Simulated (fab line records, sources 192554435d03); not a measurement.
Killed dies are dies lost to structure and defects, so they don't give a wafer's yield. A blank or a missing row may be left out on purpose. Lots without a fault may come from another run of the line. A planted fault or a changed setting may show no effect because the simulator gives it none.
Chamber matching | flow n5_finfet | N5_MOL_CONTACT_COAG_ETCH_15 on rie_diel-05: 4 sister chambers
The step etches SiNx in CH3F/O2, stops on Si:P, target depth 7 nm. 16 wafers are shown with their chamber, then 8 later ones without.

WAFERS WITH THEIR CHAMBER
wafer  | chamber | drypump_motor_current_A (A) | showerhead_plenum_p_Torr (Torr) | throttle_valve_pct (%)
L075.3 | 2       | 6.2                         | 1.92                            | 16.54
L075.4 | 2       | 6.2                         | 1.92                            | 16.55
L075.5 | 3       | 4.8                         | 2.08                            | 16.28
L077.3 | 0       | 5.2                         | 1.99                            | 16.11
L077.4 | 3       | 4.8                         | 2.08                            | 16.31
L077.5 | 1       | 5.4                         | 1.98                            | 16.41
L083.3 | 3       | 4.8                         | 2.07                            | 16.32
L083.5 | 1       | 5.4                         | 1.98                            | 16.42
L083.6 | 2       | 6.2                         | 1.91                            | 16.59
L086.1 | 0       | 5.2                         | 1.99                            | 16.17
L086.2 | 3       | 4.8                         | 2.07                            | 16.34
L086.6 | 3       | 4.8                         | 2.07                            | 16.34
L090.1 | 0       | 5.2                         | 1.98                            | 16.17
L090.4 | 2       | 6.3                         | 1.91                            | 16.63
L090.5 | 0       | 5.2                         | 1.98                            | 16.17
L092.1 | 3       | 4.8                         | 2.07                            | 16.34

SIGNATURES (means of the wafers above)
reading                  | chamber 0 | chamber 1 | chamber 2 | chamber 3 | scatter within a chamber
drypump_motor_current_A  | 5.200     | 5.400     | 6.225     | 4.800     | 0.025
showerhead_plenum_p_Torr | 1.9850    | 1.9800    | 1.9150    | 2.0733    | 0.00527
throttle_valve_pct       | 16.1550   | 16.4150   | 16.5775   | 16.3217   | 0.0299
Rule: a wafer's distance from a chamber is the root of the sum, over the readings, of the square of ((its reading less the chamber's mean) divided by the reading's scatter). The wafer belongs to the nearest chamber; if the next one is less than 2 further off, it can't be placed. The scatter: the root of (the sum of the squares of (reading less its chamber's mean) over the shown wafers, divided by (wafers less chambers)).

WAFERS WITHOUT THEIR CHAMBER
wafer  | drypump_motor_current_A (A) | showerhead_plenum_p_Torr (Torr) | throttle_valve_pct (%)
L092.4 | 5.2                         | 1.98                            | 16.19
L092.6 | 4.8                         | 2.07                            | 16.37
L095.1 | 5.2                         | 1.98                            | 16.18
L095.5 | 5.2                         | 1.98                            | 16.20
L095.6 | 5.4                         | 1.97                            | 16.46
L097.3 | 5.4                         | 1.97                            | 16.49
L097.4 | 6.2                         | 1.90                            | 16.64
L097.6 | 5.4                         | 1.97                            | 16.49

WHICH CHAMBER EACH WENT THROUGH
wafer  | from the rows above | in truth
L092.4 | 0                   | 0
L092.6 | 3                   | 3
L095.1 | 0                   | 0
L095.5 | 0                   | 0
L095.6 | 1                   | 1
L097.3 | 1                   | 1
L097.4 | 2                   | 2
L097.6 | 1                   | 1
Placed correctly: 8 of 8. Can't be placed from these rows: 0. Placed wrongly: 0.
